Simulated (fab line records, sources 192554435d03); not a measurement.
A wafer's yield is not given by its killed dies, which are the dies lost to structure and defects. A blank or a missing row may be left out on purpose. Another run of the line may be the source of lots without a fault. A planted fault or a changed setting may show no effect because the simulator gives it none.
fab line records	flow n5-finfet
[record] lots = 10	wafers = 30	last-day = 18
route steps=1938 shown BEOL_M13@1698 BEOL_M14@1716 PASSIVATION@1936
lots untouched by any fault: they come from a run of this same line in which no faults occurred
start-h: hours from the record's opening day to when the first of the lot's shown wafers began	wait-h: how many hours have passed since the lot's step before this one	" the same as in the row above	L1.1+2: one row covering several wafers at once	- either no value or no given start	* or withheld: withheld	< > ~ a bound
route shown NAME@n: a module of which the file shows steps, and the number in the route of the first	usual: mean/standard deviation of fault-free wafers	same: alike in all rows	chamber/n: place in a boat	sites: readings site by site	_std_site: their standard deviation	_edge_site: outer sites' mean less inner sites'	radius-mm: how far each site lies from the wafer's centre	mask NAME#n: copy n	behind: the last tool/chamber to shape the wafer	hold: the reason the lot was held/the length of the hold in hours/how it ended	device: transistor that didn't switch, given as n, p or np	end of line: the tests these same wafers got at the end of their route	a step with no rows: only its recipe	killed: count of dies lost to structure and defects at first sort (not the wafer's yield)	map: dies across one wafer; x = killed, . = not, _ = none there
set.NAME: the setting that was run; set.NAME@STEP: the one run at that earlier step	model.NAME: the simulator's own value behind a step, which no gauge read
route steps across a sampled set of lots; one table per step, one row per wafer
services: a tool's chamber out of use, with start hour (start-h, from the record's first day; less than 0 if before it), hours out, and reason
[[steps]]
[step N5_BEOL_M13_OCD_MEAS_35]
[usual] trench-depth-nm = 410/5.4
lot.wafer	tool	chamber	start-h	wait-h	trench-depth-nm
L268.1	ocd-02	-	245.75	0.0	413
L268.4	"	-	"	"	420
L268.6	"	-	"	"	409
L270.3	ocd-02	-	250.64	0.0	412
L270.4	"	-	"	"	411
L270.6	"	-	"	"	411
L271.3	ocd-02	-	258.14	0.0	408
L271.4	"	-	"	"	418
L271.6	"	-	"	"	405
L273.1	ocd-02	-	279.48	0.0	417
L273.2	"	-	"	"	412
L273.4	"	-	"	"	422
L285.1	ocd-01	-	361.35	0.0	407
L285.2	"	-	"	"	417
L285.3	"	-	"	"	409
L282.2	ocd-01	-	361.57	0.0	402
L282.5	"	-	"	"	399
L282.6	"	-	"	"	410
L288.1	ocd-01	-	370.41	0.0	408
L288.4	"	-	"	"	404
L288.6	"	-	"	"	410
L290.2	ocd-02	-	385.70	0.0	415
L290.4	"	-	"	"	412
L290.6	"	-	"	"	417
L287.2	ocd-01	-	386.02	0.0	410
L287.5	"	-	"	"	412
L287.6	"	-	"	"	409
L286.3	ocd-02	-	386.82	0.0	404
L286.5	"	-	"	"	406
L286.6	"	-	"	"	408
[step N5_BEOL_M13_ETCH_38]
[recipe] chemistry = CF4/N2	target = SiCN	target-depth-a = 675	taper-deg = 2	time-s = 71.9	ion-energy-ev = 150	mask-material = SiO2	pressure-mtorr = 40	source-w = 430	bias-w = 70	Ar_flow_sccm = 100	cf4-flow-sccm = 60	n2-flow-sccm = 60
[usual] drypump-motor-current-A = 5.9/0.72	mfc-ar-sccm = 100.00/0.29	oes-product-au = 0.74/0.054	rf-vpp-V = 381.9/1.8	showerhead-plenum-p-Torr = 2.19/0.062	throttle-valve-pct = 15.38/0.19
lot.wafer	tool	chamber	start-h	wait-h	drypump-motor-current-A	mfc-ar-sccm	oes-product-au	rf-hours-counter-h	rf-vpp-V	showerhead-plenum-p-Torr	throttle-valve-pct
L268.1	rie-diel-03	3	246.79	-	6.4	99.85	0.72	220	381.5	2.17	15.51
L268.4	"	1	"	"	5.4	100.24	0.82	62	382.3	2.23	14.97
L268.6	"	2	"	"	6.6	100.19	0.74	-	380.8	2.10	15.55
L270.3	rie-diel-04	2	253.77	-	6.5	99.34	0.84	38	380.6	2.15	15.05
L270.4	"	1	"	"	4.7	99.60	0.72	180	384.2	2.28	15.35
L270.6	"	3	"	"	6.8	100.27	0.80	-	381.2	2.15	15.36
L271.3	rie-diel-03	1	260.06	-	5.3	100.06	0.81	66	382.3	2.23	15.00
L271.4	"	2	"	"	6.6	99.90	0.74	-	379.9	2.10	15.56
L271.6	"	0	"	"	6.4	99.70	0.76	-	380.6	2.21	15.25
L273.1	rie-diel-04	3	279.60	-	6.7	100.07	0.80	90	379.4	2.14	15.36
L273.2	"	0	"	"	5.4	100.26	0.69	217	383.6	2.26	15.44
L273.4	"	2	"	"	6.5	100.29	0.82	45	381.7	2.14	15.08
L285.1	rie-diel-01	0	362.82	-	5.6	99.75	0.77	170	381.7	2.22	15.67
L285.2	"	1	"	"	4.9	99.71	0.65	248	380.3	2.08	15.60
L285.3	"	2	"	"	5.2	99.72	0.68	215	382.5	2.19	15.31
L282.2	rie-diel-04	0	365.87	-	5.4	99.97	0.68	236	383.2	2.25	15.49
L282.5	"	0	"	"	5.4	99.72	0.68	-	384.2	2.25	15.46
L282.6	"	1	"	"	4.7	100.38	0.71	-	383.6	2.27	15.41
L288.1	rie-diel-03	1	373.78	-	5.3	100.29	0.78	99	382.9	2.22	15.07
L288.4	"	2	"	"	6.6	99.70	0.70	-	379.3	2.09	15.64
L288.6	"	1	"	"	5.4	99.58	0.77	-	381.9	2.22	15.06
L290.2	rie-diel-01	0	386.08	-	5.6	99.86	0.76	178	382.3	2.21	15.68
L290.4	"	0	"	"	5.6	99.76	0.76	-	381.6	2.21	15.70
L290.6	"	2	"	"	5.2	99.85	0.66	-	381.4	2.19	15.32
L287.2	rie-diel-04	2	386.75	-	6.5	100.00	0.78	80	381.4	2.13	15.16
L287.5	"	3	"	"	6.7	99.77	0.77	-	379.9	2.13	15.42
L287.6	"	0	"	"	5.4	100.51	0.67	-	383.4	2.25	15.48
L286.3	rie-diel-01	0	387.82	-	5.6	100.21	0.75	-	382.4	2.21	15.69
L286.5	"	2	"	"	5.2	99.92	0.66	-	381.0	2.18	15.31
L286.6	"	0	"	"	5.6	99.68	0.76	-	380.7	2.21	15.70
[step N5_BEOL_M13_DEGAS_41]
[recipe] ambient = vacuum	temp-c = 250	time-s = 60
[usual] heater-power-w = 335/30
lot.wafer	tool	chamber	start-h	wait-h	heater-power-w
L268.1	pvd-sputter-03	-	247.17	0.2	340
L268.4	"	-	"	"	290
L268.6	"	-	"	"	357
L270.3	pvd-sputter-03	-	254.44	0.5	323
L270.4	"	-	"	"	365
L270.6	"	-	"	"	355
L271.3	pvd-sputter-02	-	260.67	0.4	371
L271.4	"	-	"	"	326
L271.6	"	-	"	"	316
L273.1	pvd-sputter-01	-	279.89	0.1	370
L273.2	"	-	"	"	296
L273.4	"	-	"	"	397
L285.1	pvd-sputter-02	-	364.94	2.0	334
L285.2	"	-	"	"	344
L285.3	"	-	"	"	362
L282.2	pvd-sputter-02	-	366.36	0.3	336
L282.5	"	-	"	"	334
L282.6	"	-	"	"	354
L288.1	pvd-sputter-01	-	374.45	0.5	303
L288.4	"	-	"	"	392
L288.6	"	-	"	"	290
L290.2	pvd-sputter-03	-	386.43	0.1	353
L290.4	"	-	"	"	336
L290.6	"	-	"	"	368
L287.2	pvd-sputter-01	-	387.41	0.5	287
L287.5	"	-	"	"	300
L287.6	"	-	"	"	384
L286.3	pvd-sputter-02	-	388.50	0.5	364
L286.5	"	-	"	"	336
L286.6	"	-	"	"	336
[step N5_BEOL_M14_ILD_DEP_00]
[recipe] material = SiO2	target-thk-a = 11193	temp-c = 400	precursor = TEOS/O2	pressure-torr = 6.5	rf-w = 900	teos-flow-sccm = 161.4	gas = O2	flow-sccm = 2650	time-s = 237.4
[usual] heater-power-w = 583/110	run-length-s = 280.3/0.56	showerhead-plenum-p-Torr = 8.35/0.042	throttle-valve-pct = 18.4/0.71
lot.wafer	tool	chamber	start-h	wait-h	heater-power-w	run-length-s	showerhead-plenum-p-Torr	throttle-valve-pct
L268.1	pecvd-02	1	248.48	0.0	802	280.2	8.38	19.0
L268.4	"	1	"	"	645	280.4	8.36	19.1
L268.6	"	0	"	"	470	279.8	8.32	17.5
L270.3	pecvd-01	1	255.81	0.0	436	279.8	8.30	18.5
L270.4	"	2	"	"	618	281.3	8.40	16.9
L270.6	"	1	"	"	472	279.8	8.29	18.1
L271.3	pecvd-03	2	261.97	0.0	527	280.4	8.29	18.1
L271.4	"	1	"	"	642	280.1	8.35	19.7
L271.6	"	0	"	"	722	279.9	8.41	18.4
L273.1	pecvd-02	0	281.23	0.0	404	280.2	8.33	17.5
L273.2	"	1	"	"	805	279.8	8.40	19.0
L273.4	"	2	"	"	496	281.1	8.30	18.4
L285.1	pecvd-01	0	366.24	0.0	511	280.2	8.42	18.9
L285.2	"	2	"	"	658	281.0	8.36	17.1
L285.3	"	1	"	"	415	280.7	8.30	18.0
L282.2	pecvd-02	2	367.66	0.0	631	257.8	8.32	18.6
L282.5	"	1	"	"	627	280.5	8.38	18.7
L282.6	"	2	"	"	498	281.4	8.31	18.7
L288.1	pecvd-01	0	375.79	0.0	589	279.9	8.41	18.7
L288.4	"	0	"	"	655	279.9	8.39	18.8
L288.6	"	1	"	"	356	280.3	8.30	18.0
L290.2	pecvd-01	1	387.73	0.0	462	280.1	8.33	18.2
L290.4	"	2	"	"	517	281.0	8.38	17.2
L290.6	"	1	"	"	367	280.0	8.31	18.2
L287.2	pecvd-03	2	388.71	0.0	622	280.5	8.28	18.2
L287.5	"	0	"	"	563	279.4	8.40	18.4
L287.6	"	1	"	"	506	279.8	8.37	19.7
L286.3	pecvd-03	0	389.81	0.0	692	279.4	8.43	18.5
L286.5	"	0	"	"	556	279.7	8.39	18.5
L286.6	"	1	"	"	679	280.0	8.38	19.5
[step N5_BEOL_M14_THK_MEAS_01]
[recipe] reads = SiO2_of_BEOL_M14_ILD_DEP_00
[usual] M14_ILD_THK = 1125/15
lot.wafer	tool	chamber	start-h	wait-h	M14_ILD_THK[nm]
L268.1	film-metro-02	-	248.67	0.1	1102
L268.4	"	-	"	"	1118
L268.6	"	-	"	"	1133
L270.3	film-metro-02	-	256.00	0.1	1117
L270.4	"	-	"	"	1137
L270.6	"	-	"	"	1130
L271.3	film-metro-01	-	262.16	0.1	1126
L271.4	"	-	"	"	1129
L271.6	"	-	"	"	1129
L273.1	film-metro-01	-	281.42	0.1	1138
L273.2	"	-	"	"	1111
L273.4	"	-	"	"	1146
L285.1	film-metro-02	-	366.43	0.1	1112
L285.2	"	-	"	"	1119
L285.3	"	-	"	"	1119
L282.2	film-metro-01	-	367.85	0.1	1013
L282.5	"	-	"	"	1124
L282.6	"	-	"	"	1145
L288.1	film-metro-01	-	375.98	0.1	1089
L288.4	"	-	"	"	1106
L288.6	"	-	"	"	1135
L290.2	film-metro-02	-	387.92	0.1	1106
L290.4	"	-	"	"	1125
L290.6	"	-	"	"	1127
L287.2	film-metro-01	-	388.90	0.1	1127
L287.5	"	-	"	"	1117
L287.6	"	-	"	"	1130
L286.3	film-metro-02	-	390.00	0.1	1109
L286.5	"	-	"	"	1136
L286.6	"	-	"	"	1133
[step N5_PASSIVATION_PROBE_49]
[usual] defect-limited-yield = 91.4/1.5	killed_at_M0_to_M3 = 33/11	killed_at_M4_up = 14/5.3	killed-at-contacts = 13/6.2	killed-at-front-end = 39/13	killed-at-other = 3.1/2.8	killed-dies = 102/17	killed-open = 68/13	killed-short = 32/7.8	sort_bin_5_function = 5.1/0.95	sort_bin_6_memory = 3.2/0.7	sort_bin_8_speed = 0.02/0.16	sort-n-pass = 1078/18	sort-yield-pct = 91.3/1.5
[same] gross-dies = 1180	killed-at-back-side = 0	sort_bin_4_leakage[%] = 0
lot.wafer	tool	chamber	start-h	wait-h	defect-limited-yield[%]	killed_at_M0_to_M3	killed_at_M4_up	killed-at-contacts	killed-at-front-end	killed-at-other	killed-dies	killed-open	killed-short	sort_bin_5_function[%]	sort_bin_6_memory[%]	sort_bin_8_speed[%]	sort-n-pass	sort-yield-pct[%]
L270.3	prober-02	-	281.33	0.1	91.7	30	13	13	40	2	98	66	32	4.9	3.2	0	1082	91.7
L270.4	prober-02	-	281.38	0.2	92.4	27	18	15	28	2	90	62	27	5.4	2.0	0.08	1090	92.4
L270.6	prober-02	-	281.48	0.3	90.7	44	15	28	23	0	110	89	20	5.3	4.0	0	1070	90.7
L282.2	prober-02	-	393.16	0.1	91.4	22	11	8	56	5	102	76	24	5.3	3.0	0	1078	91.4
L282.5	prober-02	-	393.31	0.2	89.6	39	12	7	61	4	123	79	40	5.9	4.2	0	1057	89.6
L282.6	prober-02	-	393.36	0.3	87.6	41	18	9	74	4	146	87	56	6.7	4.7	0	1034	87.6
L285.1	prober-01	-	394.61	0.0	89.7	37	10	16	58	1	122	79	42	6.3	3.6	0	1058	89.7
L285.2	prober-01	-	394.66	0.1	90.6	25	21	14	49	2	111	73	38	5.9	3.0	0	1069	90.6
L285.3	prober-01	-	394.71	0.1	90.7	22	14	9	58	7	110	73	36	5.2	3.9	0	1070	90.7
L290.2	prober-02	-	419.96	0.1	92.1	34	7	11	41	0	93	66	27	4.7	3.1	0	1087	92.1
L290.4	prober-02	-	420.06	0.2	91.8	37	18	10	32	0	97	70	25	4.6	3.3	0	1083	91.8
L290.6	prober-02	-	420.16	0.3	92.5	37	12	9	29	2	89	62	26	4.6	2.9	0	1091	92.5
// killed by level:class
L270.3 FIN_SAQP:geometric-particle:short=11 BEOL_M4:geometric-particle:open=10 FIN_SAQP:geometric-particle:open=9 GATE_CUT:geometric-particle:open=9 MOL_CONTACT_COAG:geometric-particle:open=8 BEOL_M2:geometric-particle:open=8 BEOL_M1:geometric-particle:open=6 MOL_CONTACT_COAG:geometric-particle:short=5
L270.4 BEOL_M4:geometric-particle:open=12 MOL_CONTACT_COAG:geometric-particle:open=12 BEOL_M2:geometric-particle:open=9 FIN_SAQP:geometric-particle:short=6 FIN_SAQP:geometric-particle:open=5 STI_FIN_REVEAL:geometric-particle:open=5 BEOL_M3:geometric-particle:open=4 BEOL_M0_SAQP:geometric-particle:open=4
L270.6 MOL_CONTACT_COAG:geometric-particle:open=25 BEOL_M2:geometric-particle:open=14 BEOL_M4:geometric-particle:open=9 BEOL_M3:geometric-particle:open=8 FIN_SAQP:geometric-particle:open=6 STI_FIN_REVEAL:geometric-particle:open=5 BEOL_M0_SAQP:geometric-particle:open=5 BEOL_M0_SAQP:geometric-particle:short=5
L282.2 STI_FIN_REVEAL:geometric-particle:open=19 FIN_SAQP:geometric-particle:open=15 FIN_SAQP:geometric-particle:short=8 BEOL_M3:geometric-particle:open=7 MOL_CONTACT_COAG:geometric-particle:open=6 BEOL_M2:geometric-particle:open=5 BEOL_M1:geometric-particle:open=5 GATE_CUT:geometric-particle:short=3
L282.5 FIN_SAQP:geometric-particle:open=18 FIN_SAQP:geometric-particle:short=13 STI_FIN_REVEAL:geometric-particle:open=11 BEOL_M0:geometric-particle:open=9 MOL_CONTACT_COAG:geometric-particle:open=6 BEOL_M0_SAQP:geometric-particle:short=6 BEOL_M0_SAQP:geometric-particle:open=6 STI_FIN_REVEAL:geometric-particle:short=4
L282.6 STI_FIN_REVEAL:geometric-particle:open=25 BEOL_M3:geometric-particle:open=13 BEOL_M0_SAQP:geometric-particle:open=9 BEOL_M0_SAQP:geometric-particle:short=9 STI_FIN_REVEAL:geometric-particle:short=7 GATE_CUT:geometric-particle:short=7 DUMMY_GATE:geometric-particle:open=6 MOL_CONTACT_COAG:geometric-particle:open=6
L285.1 FIN_SAQP:geometric-particle:open=16 MOL_CONTACT_COAG:geometric-particle:open=13 BEOL_M0_SAQP:geometric-particle:open=10 BEOL_M0:geometric-particle:open=10 GATE_CUT:geometric-particle:short=8 FIN_SAQP:geometric-particle:short=7 STI_FIN_REVEAL:geometric-particle:open=7 BEOL_M1:geometric-particle:short=5
L285.2 MOL_CONTACT_COAG:geometric-particle:open=11 BEOL_M0_SAQP:geometric-particle:short=11 BEOL_M4:geometric-particle:open=10 FIN_SAQP:geometric-particle:open=8 GATE_CUT:geometric-particle:short=8 BEOL_M0_SAQP:geometric-particle:open=8 DUMMY_GATE:geometric-particle:open=7 STI_FIN_REVEAL:geometric-particle:open=5
L285.3 FIN_SAQP:geometric-particle:open=17 FIN_SAQP:geometric-particle:short=9 BEOL_M0_SAQP:geometric-particle:short=9 BEOL_M4:geometric-particle:open=9 MOL_CONTACT_COAG:geometric-particle:open=8 GATE_CUT:geometric-particle:open=7 STI_FIN_REVEAL:geometric-particle:open=5 ILD0:geometric-particle:open=5
L290.2 FIN_SAQP:geometric-particle:open=21 BEOL_M3:geometric-particle:open=13 MOL_CONTACT_COAG:geometric-particle:open=8 FIN_SAQP:geometric-particle:short=7 BEOL_M0_SAQP:geometric-particle:open=5 BEOL_M0_SAQP:geometric-particle:short=5 BEOL_M1:geometric-particle:open=5 DUMMY_GATE:geometric-particle:open=4
L290.4 MOL_CONTACT_COAG:geometric-particle:open=10 BEOL_M0_SAQP:geometric-particle:open=10 BEOL_M1:geometric-particle:open=8 STARTING-WAFER:geometric-particle:open=8 BEOL_M0_SAQP:geometric-particle:short=6 BEOL_M4:geometric-particle:open=6 STI_FIN_REVEAL:geometric-particle:open=5 BEOL_M3:geometric-particle:open=5
L290.6 BEOL_M1:geometric-particle:open=9 BEOL_M3:geometric-particle:open=9 MOL_CONTACT_COAG:geometric-particle:open=8 BEOL_M5:geometric-particle:open=7 BEOL_M0_SAQP:geometric-particle:open=6 BEOL_M0_SAQP:geometric-particle:short=6 FIN_SAQP:geometric-particle:open=5 DUMMY_GATE:geometric-particle:short=4
[[services]]
tool	chamber	start-h	hours	kind
rie-diel-01	3	233.71	4.6	repair
rie-diel-03	-	247.81	0.9	repair
pecvd-03	-	250.63	0.8	pm
pecvd-02	-	282.92	1.1	repair
rie-diel-03	1	292.57	11.4	repair
pecvd-02	0	299.03	5.5	scheduled-down
rie-diel-04	-	307.34	1.1	repair
rie-diel-03	3	329.30	4.3	repair
rie-diel-04	3	332.64	7.5	repair
rie-diel-04	0	334.08	6.7	repair
pecvd-03	-	346.25	0.7	repair
pecvd-02	0	347.90	2.1	scheduled-down
rie-diel-03	3	348.00	1.3	repair
rie-diel-03	3	361.07	-	clean
rie-diel-03	3	361.07	-	consumable-replace:focus-ring
rie-diel-03	3	361.07	29.4	scheduled-down
rie-diel-03	3	361.07	29.4	vent-cycle
pecvd-02	-	368.91	5.5	pm
rie-diel-01	1	372.75	-	clean
rie-diel-01	1	372.75	-	consumable-replace:focus-ring
rie-diel-01	1	372.75	-	consumable-replace:showerhead
rie-diel-01	1	372.75	22.7	scheduled-down
rie-diel-01	1	372.75	22.7	vent-cycle
rie-diel-01	3	380.65	7.9	repair
[[key]]
[first-sign] step = N5_BEOL_M14_ILD_DEP_00	reading = run-length-s	direction = down	sigmas = 40	usual = *	struck = *
[effect] step = N5_BEOL_M14_THK_MEAS_01	reading = M14_ILD_THK	direction = down	sigmas = 7.5	usual = 1125	struck = 1013
met-at N5_BEOL_M14_ILD_DEP_00
struck-lots L282
struck-wafers L282.2
not-acting-at N5_BEOL_M13_OCD_MEAS_35,N5_BEOL_M13_ETCH_38,N5_BEOL_M13_DEGAS_41
onset-between 281.23 367.66
[fault] kind = process-parameter-drift	tool = pecvd-02	chamber = -	onset-h = 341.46	steps = N5_BEOL_M14_ILD_DEP_00	channel = time-s	offset = *	shape = step	end-h = 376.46	scope = struck-wafers-only	acts-in = *	stated = *
